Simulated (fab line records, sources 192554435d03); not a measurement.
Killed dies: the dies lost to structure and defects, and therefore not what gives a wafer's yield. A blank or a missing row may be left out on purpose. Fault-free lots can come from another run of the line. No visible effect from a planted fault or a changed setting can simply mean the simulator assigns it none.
3 desks looking at one fault -- flow n5_finfet -- only its own numbers are on each desk; what lay behind them is given at the end

## AT THE TOOL OWNER'S DESK: rie_diel-01
The tool's own readings at N5_BEOL_M8_ETCH_62 (etches SOC in N2/H2, target depth 110 nm, overetch 22 nm, time 165 s): means of the sampled wafers that have a number, for each lot that ran on this tool. A lot is out of limits, marked OUT, if its mean lies more than 4 standard deviations from the usual mean; the brackets give that distance.
Columns: A = drypump_motor_current_A at N5_BEOL_M8_ETCH_62, usual 5.7 A; B = h2_flow_sccm at N5_BEOL_M8_ETCH_62, usual 200.0 sccm; C = n2_flow_sccm at N5_BEOL_M8_ETCH_62, usual 200.0 sccm; D = oes_product_au at N5_BEOL_M8_ETCH_62, usual 0.70 a.u.; E = rf_vpp_V at N5_BEOL_M8_ETCH_62, usual 524 V; F = showerhead_plenum_p_Torr at N5_BEOL_M8_ETCH_62, usual 2.56 Torr; G = throttle_valve_pct at N5_BEOL_M8_ETCH_62, usual 17.78 %
lot,first seen here,A,B,C,D,E,F,G
L388,day 12 08:34,5.8,199.6,200.1,0.72,524,2.54,17.72
L395,day 13 22:44,5.7,200.2,199.5,0.70,521,2.48,17.87
L399,day 14 18:52,5.6,199.2,199.2,0.70,524,2.53,17.57
This desk's verdict: no lot among the 3 shows anything out of limits.

## AT THE METROLOGY DESK
What the gauges read, lot by lot, whatever tool the lot ran on: means of the sampled wafers that have a number. A lot is out of limits, marked OUT, if its mean lies more than 4 standard deviations from the usual mean; the brackets give that distance.
Columns: A = cd_nm at N5_BEOL_M8_CD_MEAS_11, usual 38.3 nm; B = M8_OVL at N5_BEOL_M8_OVL_MEAS_12, usual -0.6 nm
lot,first seen here,A,B
L388,day 12 06:30,38.7,0.8
L390,day 12 09:23,38.2,-1.6
L395,day 13 22:32,38.6,-0.8
L399,day 14 18:37,38.4,-0.9
L400,day 15 08:16,38.6,-1.1
L404,day 15 23:26,38.0,-0.1
This desk's verdict: no lot among the 6 shows anything out of limits.

## THE DEFECT DESK
Inspection counts along the route, by lot: the mean over sampled wafers that carry a number. A lot is out of limits, marked OUT, if its mean lies more than 4 standard deviations from the usual mean; the brackets give that distance.
Columns: A = raw_defect_count at N5_BEOL_M8_INSPECT_13, usual 405
lot,first seen here,A
L388,day 12 06:33,414
L390,day 12 09:26,395
L395,day 13 22:36,381
L399,day 14 18:40,498
L400,day 15 08:19,288
L404,day 15 23:29,485
This desk's verdict: no lot among the 6 shows anything out of limits.

## PUT TOGETHER
The tool owner's desk saw nothing out of limits.
Metrology desk: nothing out of limits seen.
Nothing the defect desk looked at was out of limits.

## WHAT THE SIMULATOR PUT IN
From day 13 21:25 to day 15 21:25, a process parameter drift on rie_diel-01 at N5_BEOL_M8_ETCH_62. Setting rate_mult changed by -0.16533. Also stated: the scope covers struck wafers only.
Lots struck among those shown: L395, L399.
